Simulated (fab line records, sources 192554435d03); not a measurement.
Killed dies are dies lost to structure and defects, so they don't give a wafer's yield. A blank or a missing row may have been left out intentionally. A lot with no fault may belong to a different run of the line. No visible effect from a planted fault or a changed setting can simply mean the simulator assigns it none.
Comparing a struck lot with a sound one -- flow n5_finfet -- 17 out of 1938 route steps
Sound: wafers L899.4, L899.5, L899.6. Wafers L891.1, L891.3, L891.5 were the ones struck. The cause is named last.
Each step with rows lists, per side, the tool, then ch with its chambers, then its first start. Under that, the readings that differ: sound wafers -- struck wafers -- difference of the means -- sigmas: that difference in standard deviations of wafers without a fault.
alike: words and numbers the same on both sides, and readings whose means are apart by under 2 such deviations; not compared: readings that were withheld, readings missing a value for some wafer, numbers with overlapping values and no deviation given by the record, and bounds like >300 which may hide the same value.
The two part at a step that has a row with sigmas, a row that says differs or no value, or rows on one side only. When numbers do not overlap yet have no deviation, they are printed without sigmas and do not part them. A reading that every wafer of one side lacks parts them only if that side has two wafers or more.

first, 10 steps without rows for these wafers: N5_FIN_SAQP_ETCH_69 (etches SOC in N2/H2, stops on SiNx, target depth 150 nm); N5_FIN_SAQP_ETCH_67 (etches SiNx in CH3F/O2, target depth 30 nm); N5_FIN_SAQP_STRIP_70 (strips in N2/H2); N5_FIN_SAQP_RECESS_71 (chemistry HF/NH3, target SiO2, target depth 3 nm, afs cycles 1, sublimation time 60 s); N5_FIN_SAQP_SPACER2_ALD_28 (deposits SiO2, target thk 8.1 nm, pulse time 1 s, purge time 2 s); N5_FIN_SAQP_SPACER2_ETCHBACK_29 (etches SiO2 in CHF3/O2, target depth 12.2 nm, time 6.1 s); N5_FIN_SAQP_MANDREL2_REMOVE_60 (chemistry HBr/Cl2/O2, target a-Si, stops on SiNx, bt time 10 s); N5_FIN_SAQP_HM_OPEN_33 (chemistry CH3F/O2, target SiNx, target depth 49.4 nm, time 70.6 s); N5_FIN_SAQP_ETCH_34 (etches SiO2 in C4F6/O2, target depth 45 nm, time 15 s); N5_FIN_SAQP_STRIP_77 (strips in N2/H2, time 90 s).
N5_FIN_SAQP_ETCH_64: etches SiO2 in CF4, target depth 1.5 nm.
  sound on rie_si-05 ch 2,3, day 7 04:07; struck on rie_si-05 ch 0,3, day 5 06:54
  no value came back on the struck wafers for any of 5 readings (bias_w (W), cf4_flow_sccm (sccm) and others); on the sound wafers bias_w (W) reads 401.1 398.4 401.4
reading,sound,struck,difference,sigmas
model.SiNx_of_FIN_SAQP_HM_DEP_03.thk_nm (nm),33.4 33 33.2,34.8 34.2 35.2,+1.5,
  not compared: rf_hours_counter_h
then, 2 steps without rows for these wafers: N5_FIN_SAQP_FIN_ETCH_36 (etches the open film in HBr/Cl2/O2, target depth 120 nm, time 50.4 s); N5_FIN_SAQP_PRECLEAN_38 (cleans in O3/DIW, time 45 s).
N5_FIN_SAQP_PRECLEAN_45: cleans in dHF, time 10 s.
  sound on wet_bench-04 ch 1,4,5, day 7 04:19; struck on wet_bench-06 ch 0,5,6, day 5 07:06
reading,sound,struck,difference,sigmas
model.SiNx_of_FIN_SAQP_HM_DEP_03.thk_nm (nm),22.2 21.8 21.8,23 22.8 23.4,+1,
then, 1 step without rows for these wafers: N5_FIN_SAQP_SRD_39 (time 30 s).
N5_BEOL_M4_RC_MEAS_101:
  the record has rows for the sound wafers here (prober-02 ch 0, day 13 09:57) and none for the struck ones
-- record jumps: 10 days separate the struck wafers' starts on either side; left off in module BEOL_M4, taken up again in module PASSIVATION, whose first shown step is the route's number 1936 --
N5_PASSIVATION_PROBE_49:
  sound: prober-02 at day 17 16:37; struck: prober-02 at day 14 23:40
reading,sound,struck,difference,sigmas
killed_at_front_end,40 32 48,1124 1124 1114,+1081,+77
killed_dies,107 90 122,1180 1180 1180,+1074,+57
killed_on_rim,21 11 22,152 152 152,+134,+32
  alike: killed_at_M0_to_M3, killed_at_M4_up, killed_at_contacts, killed_at_other, killed_open, killed_short

WHERE THEY PART
At N5_FIN_SAQP_ETCH_64 first; at N5_PASSIVATION_PROBE_49 last (within this record only).

WHY: whatever the simulator had introduced
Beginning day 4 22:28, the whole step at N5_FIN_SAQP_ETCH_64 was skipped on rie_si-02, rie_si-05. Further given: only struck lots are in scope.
